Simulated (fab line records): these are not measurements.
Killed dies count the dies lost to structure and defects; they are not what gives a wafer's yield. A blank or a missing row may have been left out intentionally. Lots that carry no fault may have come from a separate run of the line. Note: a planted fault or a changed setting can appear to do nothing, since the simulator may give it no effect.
Which tool was responsible?    flow nand-harc    6 lots with 18 wafers sampled at 5 steps, on a route of 1159 steps

WHAT EACH GAUGE READ, for each wafer
NHARC_END_SORT_01.
lot   measured      on         killed-at-array
L389  day 19 09:44  prober-02  26 25 22
L390  day 20 01:22  prober-01  15 26 23
L394  day 21 02:22  prober-02  29 31 21
L399  day 22 16:49  prober-02  102 107 88
L403  day 23 01:24  prober-02  14 7 9
L407  day 23 21:59  prober-01  41 27 36

WHICH TOOL RAN EACH LOT (tool, then ch and the chambers of the sampled wafers, then the start)
lot   NHARC_A_BLC_PRE_CLEAN_31      NHARC_THIN_TSV_CMP_21          NHARC_THIN_TSV_PRE_CLEAN_54   NHARC_THIN_TSV_ETCH_59
L389  pvd-sputter-01, day 17 11:10  cmp-02 ch 0,1,3, day 19 00:16  pvd-sputter-01, day 19 00:46  rie-metal-01 ch 0,1, day 19 02:08
L390  pvd-sputter-02, day 17 20:23  cmp-02 ch 0,1,2, day 19 08:25  pvd-sputter-03, day 19 08:57  rie-metal-03 ch 1, day 19 10:18
L394  pvd-sputter-01, day 19 02:47  cmp-02 ch 0,1,3, day 20 14:49  pvd-sputter-03, day 20 15:19  rie-metal-03 ch 0,1, day 20 16:43
L399  pvd-sputter-01, day 20 16:24  cmp-03 ch 0,1,2, day 22 01:35  pvd-sputter-02, day 22 02:08  rie-metal-03 ch 0,1, day 22 03:21
L403  pvd-sputter-03, day 20 20:46  cmp-03 ch 1,2, day 22 04:25    pvd-sputter-01, day 22 04:58  rie-metal-02 ch 0, day 22 06:22
L407  pvd-sputter-03, day 21 19:15  cmp-02 ch 2,3, day 23 06:12    pvd-sputter-03, day 23 06:43  rie-metal-03 ch 0,1, day 23 08:07
- NHARC_A_BLC_PRE_CLEAN_31: time 15 s.
- NHARC_THIN_TSV_CMP_21: polishes, t overpolish 30 s, target thk 2000 nm.
- NHARC_THIN_TSV_PRE_CLEAN_54: time 30 s.
- NHARC_THIN_TSV_ETCH_59: etches the open film in Cl2/BCl3, target depth 880 nm, time 138.1 s.

THE ANSWER, worked out from the rows above alone
Rule: the usual values come from the lots themselves. Put in order of their means at a reading, lots are off if they are a third of the lots or fewer, leave a main group of 4 or more, and stand apart from it by a gap of 3 or more times the standard deviation of the main group's means; of several such gaps the widest counts. A main group whose means are all the same, to the digits that the tables above print for the reading, isn't used. Also off: a lot with no number at a reading for which 4 or more lots have one. Where the step has rows for the other lots, those lots are counted as sound.
Off at NHARC_END_SORT_01 (killed-at-array): L399. The main group has a mean of 23 with a standard deviation of 8.1.
If a tool, at a process step before that reading, ran all the lots that are off and no sound lot after the first of them, it fits. Gauges at NHARC_END_SORT_01: tried the same way as those tools. This does not decide it: 2 tools fit, namely pvd-sputter-01 at NHARC_A_BLC_PRE_CLEAN_31 and pvd-sputter-02 at NHARC_THIN_TSV_PRE_CLEAN_54.

WHAT THE SIMULATOR PUT IN
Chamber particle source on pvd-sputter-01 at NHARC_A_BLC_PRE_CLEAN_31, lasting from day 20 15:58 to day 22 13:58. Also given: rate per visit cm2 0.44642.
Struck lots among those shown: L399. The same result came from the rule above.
